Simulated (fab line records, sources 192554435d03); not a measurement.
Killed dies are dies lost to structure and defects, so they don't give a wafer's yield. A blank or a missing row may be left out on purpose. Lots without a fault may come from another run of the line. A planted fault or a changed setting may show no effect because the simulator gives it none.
Chamber matching | flow n5_finfet | N5_BEOL_M3_STRIP_36 on rie_diel-06: 4 sister chambers
The step strips in N2/H2. 20 wafers are shown with their chamber, then 10 later ones without.

WAFERS WITH THEIR CHAMBER
wafer  | chamber | drypump_motor_current_A (A) | throttle_valve_pct (%) | showerhead_plenum_p_Torr (Torr)
L075.1 | 3       | 5.6                         | 23.53                  | 2.69
L075.5 | 3       | 5.6                         | 23.50                  | 2.69
L075.6 | 0       | 5.9                         | 24.01                  | 2.72
L074.2 | 3       | 5.6                         | 23.51                  | 2.69
L074.5 | 1       | 5.0                         | 23.06                  | 2.70
L074.6 | 3       | 5.6                         | 23.54                  | 2.69
L081.2 | 0       | 5.9                         | 24.03                  | 2.72
L081.4 | 2       | 5.9                         | 23.44                  | 2.59
L081.5 | 0       | 5.9                         | 24.06                  | 2.71
L084.2 | 1       | 5.0                         | 23.09                  | 2.69
L084.3 | 3       | 5.6                         | 23.57                  | 2.68
L084.4 | 2       | 5.9                         | 23.45                  | 2.58
L083.2 | 3       | 5.5                         | 23.59                  | 2.68
L083.5 | 1       | 5.0                         | 23.06                  | 2.69
L083.6 | 0       | 5.9                         | 24.05                  | 2.71
L092.2 | 0       | 5.9                         | 24.08                  | 2.71
L092.3 | 2       | 5.9                         | 23.47                  | 2.58
L092.6 | 0       | 5.9                         | 24.07                  | 2.71
L094.1 | 3       | 5.6                         | 23.59                  | 2.68
L094.4 | 2       | 5.8                         | 23.48                  | 2.58

SIGNATURES (means of the wafers above)
reading                  | chamber 0 | chamber 1 | chamber 2 | chamber 3 | scatter within a chamber
drypump_motor_current_A  | 5.900     | 5.000     | 5.875     | 5.586     | 0.0317
throttle_valve_pct       | 24.0500   | 23.0700   | 23.4600   | 23.5471   | 0.0287
showerhead_plenum_p_Torr | 2.7133    | 2.6933    | 2.5825    | 2.6857    | 0.00528
Rule: a wafer's distance from a chamber is the root of the sum, over the readings, of the square of ((its reading less the chamber's mean) divided by the reading's scatter). The wafer belongs to the nearest chamber; if the next one is less than 2 further off, it can't be placed. The scatter: the root of (the sum of the squares of (reading less its chamber's mean) over the shown wafers, divided by (wafers less chambers)).

WAFERS WITHOUT THEIR CHAMBER
wafer  | drypump_motor_current_A (A) | throttle_valve_pct (%) | showerhead_plenum_p_Torr (Torr)
L094.6 | 5.6                         | 23.60                  | 2.68
L095.2 | 5.9                         | 23.48                  | 2.58
L095.4 | 5.6                         | 23.58                  | 2.68
L095.5 | 5.6                         | 23.58                  | 2.67
L096.1 | 5.9                         | 24.06                  | 2.71
L096.4 | 5.6                         | 23.60                  | 2.67
L096.5 | 5.9                         | 24.07                  | 2.71
L097.3 | 5.0                         | 23.08                  | 2.68
L097.4 | 5.9                         | 23.50                  | 2.57
L097.5 | 5.6                         | 23.59                  | 2.67

WHICH CHAMBER EACH WENT THROUGH
wafer  | from the rows above | in truth
L094.6 | 3                   | 3
L095.2 | 2                   | 2
L095.4 | 3                   | 3
L095.5 | 3                   | 3
L096.1 | 0                   | 0
L096.4 | 3                   | 3
L096.5 | 0                   | 0
L097.3 | 1                   | 1
L097.4 | 2                   | 2
L097.5 | 3                   | 3
Placed correctly: 10 of 10. Can't be placed from these rows: 0. Placed wrongly: 0.
